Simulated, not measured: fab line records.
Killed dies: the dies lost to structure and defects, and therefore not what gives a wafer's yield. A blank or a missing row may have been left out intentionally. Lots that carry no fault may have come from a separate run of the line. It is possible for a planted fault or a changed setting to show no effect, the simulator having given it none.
8D (eight disciplines) problem report, filled in by code ; flow nand-harc ; the parts of the form that need people (team, actions taken, sign-off) are left out

== 1. PROBLEM STATEMENT ==
thk-nm at NHARC_A_ONON_D2_THK_MEAS_08 reads a mean of 564 nm on 6 wafers of 2 lots; wafers without a fault read 1002 nm with a standard deviation of 8.9. That puts it -49 standard deviations away from the usual mean.
The step: measures by ellipsometry.
The first sign was on wafer L164.4 at day 19 05:50, on film-metro-02. The record holds 42 wafers of 14 lots with a number at this step. The rule behind "out" and "out of limits": a value lying over 4 standard deviations away from the usual mean. Any other wafer with a number is counted as sound.

== 2. WHAT IT IS AND WHAT IT IS NOT ==
question;is;is not
which readings at this step;thk-nm;-
which lots;L164, L165;L148, L149, L150, L151, L152, L153, L154, L155, L156, L157, L158, L160
which wafers of those lots;all that have a number;-
read on which gauges;film-metro-01, film-metro-02;-
when;from day 19 05:50;up to then (36 sound wafers)

== 3. THE SUSPECTS, EACH WITH WHAT RULES IT OUT ==
Counting: a tool at any process step up to the reading remains a suspect when it ran all the lots that are out and ran no sound lot after the first of those.
- the gauge at NHARC_A_ONON_D2_THK_MEAS_08 has been ruled out. Those wafers that are out were read across 2 gauges (film-metro-01, film-metro-02).
- pecvd-onon-01 at NHARC_A_ONON_D2_DEP_06 (target thk 1000 nm): kept. It processed each lot that is out, first L164 at day 19 05:30, and no sound lot thereafter; up to then, the last sound lot it processed was L154 at day 14 21:15.
Remaining after the count: pecvd-onon-01 at NHARC_A_ONON_D2_DEP_06.

== 4. THE CAUSE (what the simulator had put in) ==
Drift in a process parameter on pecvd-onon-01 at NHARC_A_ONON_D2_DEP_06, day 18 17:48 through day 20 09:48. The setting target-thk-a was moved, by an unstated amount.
After counting, this tool was the only one left.

== 5. THE CHAIN OF EFFECTS, in route order ==
One row per reading whose mean, taken over the struck wafers that have a number, lies over 3 standard deviations from the usual. Scope: only readings with a usual standard deviation given in the record; hours: median across lots of the time from each lot's start at the first step in this table that gives one to its start at this step; sigmas: change in usual standard deviations.
hours;step;reading;usual;on struck wafers;change;sigmas
0;NHARC_A_ONON_D2_THK_MEAS_08;thk-nm;1002 nm;564;-438;-49
285;NHARC_END_SORT_01;killed-at-array;53;673;+620;+31
285;NHARC_END_SORT_01;killed-dies;58;677;+619;+31

== 6. HOW IT WOULD HAVE BEEN CAUGHT EARLIER ==
12 hours passed between the start of the fault at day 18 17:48 and the first reading out of limits at a measuring or inspecting step in this record, taken at day 19 05:50.
L165, from the lots that are out (2), started NHARC_A_ONON_D2_DEP_06 on pecvd-onon-01 later than day 19 05:50. It would have been spared by a hold on the tool at that moment.
